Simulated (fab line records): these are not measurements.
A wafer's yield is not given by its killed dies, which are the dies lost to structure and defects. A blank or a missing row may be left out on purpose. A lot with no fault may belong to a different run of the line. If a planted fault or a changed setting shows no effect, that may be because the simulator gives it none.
Problem report, 8D (eight disciplines) form, completed by code ; flow nand_harc ; the parts of the form that need people (team, actions taken, sign-off) are left out

== 1. WHAT WENT WRONG ==
killed_at_periphery at NHARC_END_SORT_01 reads a mean of 97.0 on 1 wafer of 1 lot; wafers without a fault read 3.4 with a standard deviation of 2.4. That is +39 standard deviations from the usual mean.
The first sign was on wafer L498.1 at day 29 18:43, on prober-02. At this step, 9 wafers from 3 lots have a number in the record. By rule, "out" or "out of limits" means more than 4 standard deviations away from the usual mean. The rest of the wafers with a number are treated as sound.

== 2. WHAT THIS IS AND IS NOT ==
question;is;is not
which readings at this step;killed_at_periphery;killed_at_array, killed_at_other, killed_short
which lots;L498;L502, L503
which wafers of those lots;L498.1;L498.2, L498.5
read on which gauges;prober-02;-
when;from day 29 18:43;"up to then (0 sound wafers); but 8 sound wafers of L498, L502, L503 came after"

== 3. WHAT RULES OUT EACH SUSPECT ==
Counting: if a tool at a process step up to the reading ran every lot that is out, it stays a suspect. Sound lots after the first of them don't rule it out here, since some wafers of a struck lot are sound.
- the gauge at NHARC_END_SORT_01: kept. All the wafers that are out were read on prober-02, and no step on other tools shows them out.
- pvd_sputter-03 at NHARC_P_M1_PRE_CLEAN_30 (time 30 s): kept. It ran the lot that is out, L498 (day 11 02:13).
- rie_si-02 at NHARC_THIN_TSV_ETCH_15 (target depth 3000 nm, bosch target overetch cycles 2, bosch etch step 2.8 s): kept. It ran the lot that is out, L498 (day 29 05:25).
- cmp-02 at NHARC_THIN_TSV_CMP_21 (polishes, t overpolish 30 s, target thk 2000 nm): kept. It ran the lot that is out, L498 (day 29 08:58).
- plasma_asher-02 at NHARC_THIN_TSV_STRIP_56 (strips in O2): kept. It ran the lot that is out, L498 (day 29 11:11).
Left after counting: pvd_sputter-03 at NHARC_P_M1_PRE_CLEAN_30, rie_si-02 at NHARC_THIN_TSV_ETCH_15, cmp-02 at NHARC_THIN_TSV_CMP_21, plasma_asher-02 at NHARC_THIN_TSV_STRIP_56, prober-02 at NHARC_END_SORT_01.

== 4. THE CAUSE (what the simulator had put in) ==
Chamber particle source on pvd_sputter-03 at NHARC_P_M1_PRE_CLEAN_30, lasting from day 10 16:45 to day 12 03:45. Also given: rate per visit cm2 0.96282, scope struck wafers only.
5 suspects survive the count, and this tool is in that group.

== 5. SEQUENCE OF EFFECTS, ordered by route ==
Rows list readings where the struck wafers' mean (over those with a number) sits beyond 3 standard deviations from the usual. Only readings for which the record gives a usual standard deviation are gone through. hours: the time from each lot's start at the first step in this table that gives one to its start at this step, as a median over the lots. sigmas: the change in usual standard deviations.
hours;step;reading;usual;on struck wafers;change;sigmas
0;NHARC_END_SORT_01;defect_limited_yield;90.9 %;81.4;-9.5;-3.4
0;NHARC_END_SORT_01;killed_at_periphery;3.4;97.0;+93.6;+39
0;NHARC_END_SORT_01;killed_dies;61;126;+65;+3.4
0;NHARC_END_SORT_01;killed_open;2.9;9.0;+6.1;+3.4

== 6. HOW IT WOULD HAVE BEEN CAUGHT EARLIER ==
Counted from the fault's start at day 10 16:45, it took 458 hours until the first out-of-limits reading at a measuring or inspecting step in this record, taken at day 29 18:43.
Tool readings at NHARC_P_M1_PRE_CLEAN_30 with a usual standard deviation given in the record: none out on any struck wafer, hence no alarm at a limit of 4 standard deviations on them.
By day 29 18:43 the whole set of lots that are out, 1 in number, had already begun NHARC_P_M1_PRE_CLEAN_30 on pvd_sputter-03. None of them would have been spared by holding the tool at that moment.
